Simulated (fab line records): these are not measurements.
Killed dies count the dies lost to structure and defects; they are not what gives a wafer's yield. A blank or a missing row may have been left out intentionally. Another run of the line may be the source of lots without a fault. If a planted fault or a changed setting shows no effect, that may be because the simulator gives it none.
Struck lot and sound lot, side by side    flow nand harc    24 steps out of a route of 1302
Sound: wafers L649.1, L649.3, L649.6. The struck wafers were L662.1, L662.2, L662.5. The cause is named last.
At each step with rows: each side's tool, then ch and its chambers, then its first start. Under that, the readings that differ: sound wafers    struck wafers    difference of the means    sigmas: that difference in standard deviations of wafers without a fault.
alike: readings with means less than 2 such deviations apart, plus words and numbers identical on both sides. not compared: withheld readings, readings lacking a value on some wafer, bounds such as >300 that could conceal the same value, and numbers that have no deviation in the record and whose values overlap.
The two part at a step that has a row with sigmas, a row that says differs or no value, or rows on one side only. Numbers that don't overlap but have no deviation are shown without sigmas and don't part them. A reading that every wafer of one side lacks parts them only if that side has two wafers or more.

NHARC_A_BLC_PVD_32: deposits Ti, target thk 5 nm, time 17.7 s.
  sound on pvd sputter-02; struck on pvd sputter-03
  alike: substrate temp c, throttle valve pct
NHARC_A_BLC_ALD_23: deposits TiN, target thk 3 nm, pulse time 1 s, ald cycles 150.
  sound on ald metal-03 ch 0,1, day 22 16:38; struck on ald metal-03 ch 2,3, day 27 06:51
  alike: heater power w, precursor pulse height rel
NHARC_A_BLC_CVD_24: deposits W, target thk 150 nm, time 434 s.
  sound: cvd w-01 ch 0,1; struck: cvd w-02 ch 0,1
reading             sound        struck       difference  sigmas
heater power w (W)  472 476 463  437 440 422  -37         -3
  alike: throttle valve pct
NHARC_A_BLC_CMP_25: polishes, t overpolish 30 s, target thk 150 nm.
  sound on cmp-01 ch 0,1,2, day 22 17:23; struck on cmp-04 ch 0,2,3, day 27 07:38
  alike: motor current A, overpolish run s, time to endpoint s
following that, these wafers have no rows for 1 step: NHARC_A_BLC_SRD_27.
NHARC_A_BLC_INSPECT_28:
  sound: defect inspect-02 at day 22 17:47; struck: defect inspect-01 at day 27 07:59
  alike: raw defect count
then, 5 steps without rows for these wafers: NHARC_A_M0_DEP_00 (deposits SiOC, target thk 150 nm); NHARC_A_M0_DEHYDRATE_01 (time 120 s); NHARC_A_M0_HMDS_02 (time 30 s); NHARC_A_M0_COAT_33 (time 65 s); NHARC_A_M0_COAT_03 (resist thk 90 nm).
NHARC_A_M0_SOFTBAKE_04: time 55 s.
  sound on litho track-01 ch 0, day 22 18:00; struck on litho track-06 ch 0, day 27 08:00
reading                   sound                 struck                difference  sigmas
heater power total W (W)  188.66 188.47 188.46  214.26 214.14 214.22  +25.68      +99 or more
  alike: resist line temp C
then, 4 steps without rows for these wafers: NHARC_A_M0_EBR_05; NHARC_A_M0_EXPOSE_06 (exposes mask A M0, target cd 80 nm); NHARC_A_M0_PEB_07 (peb time 65 s); NHARC_A_M0_DEVELOP_08 (develop time 35 s).
NHARC_A_M0_CD_MEAS_09: target cd 80 nm.
  sound on cd sem-02 ch 0, day 22 18:41; struck on cd sem-03 ch 0, day 27 08:55
reading     sound           struck          difference  sigmas
cd nm (nm)  80.5 81.7 81.0  79.2 78.9 79.1  -2.0        -3
NHARC_A_M0_OVL_MEAS_10: pitch 160 nm.
  sound: overlay-02 at day 22 18:46; struck: overlay-01 at day 27 09:00
  alike: overlay x nm, overlay y nm
NHARC_A_M0_INSPECT_11:
  sound: defect inspect-01 at day 22 18:48; struck: defect inspect-01 at day 27 09:02
  alike: raw defect count
NHARC_A_M0_DESCUM_14: chemistry O2, time 3 s.
  sound on rie diel-04 ch 1,2,3, day 22 18:52; struck on rie diel-03 ch 0,2,3, day 27 09:06
reading                sound              struck             difference  sigmas
model.A_M0.cd nm (nm)  79.63 81.88 81.12  78.91 77.82 79.02  -2.29       
  alike: chamber pressure mTorr, drypump motor current A, oes product au, rf vpp V, showerhead plenum p Torr, throttle valve pct
  not compared: rf hours counter h
NHARC_A_M0_ETCH_34: etches the open film in N2/H2, target depth 40 nm, overetch 12 nm, time 43.94 s.
  sound on rie diel-04 ch 0,2,3, day 22 18:58; struck on rie diel-03 ch 0,1, day 27 09:11
reading                          sound           struck          difference  sigmas
showerhead plenum p Torr (Torr)  1.95 2.05 1.94  2.12 2.17 2.12  +0.16       +2
  alike: chamber pressure mTorr, drypump motor current A, oes product au, rf vpp V, throttle valve pct
  not compared: rf hours counter h
NHARC_A_M0_ETCH_15: etches the open film in C4F8/Ar, target depth 150 nm, overetch 15 nm, time 82.5 s.
  sound: rie diel-04 ch 1,2,3; struck: rie diel-03 ch 0,2
reading                sound             struck             difference  sigmas
model.A_M0.cd nm (nm)  79.67 81.7 81.66  78.86 77.73 79.24  -2.40       
  alike: chamber pressure mTorr, oes product au, rf vpp V
  not compared: rf hours counter h
NHARC_A_M0_CD_MEAS_16:
  sound: cd sem-03 at day 22 19:10; struck: cd sem-02 at day 27 09:24
reading     sound           struck          difference  sigmas
cd nm (nm)  79.5 81.5 81.5  78.6 77.9 79.4  -2.2        -2
NHARC_END_SORT_01:
  sound on prober-02 ch 0, day 26 01:32; struck on prober-02 ch 0, day 29 02:41
  alike: defect limited yield, killed at array, killed at other, killed at periphery, killed dies, killed open, killed short

== WHERE THEY PART ==
Earliest at NHARC_A_BLC_CVD_24; latest, in this record, at NHARC_A_M0_CD_MEAS_16. Later steps at which nothing parts them and some readings are alike: NHARC_END_SORT_01.

WHY: whatever the simulator had introduced
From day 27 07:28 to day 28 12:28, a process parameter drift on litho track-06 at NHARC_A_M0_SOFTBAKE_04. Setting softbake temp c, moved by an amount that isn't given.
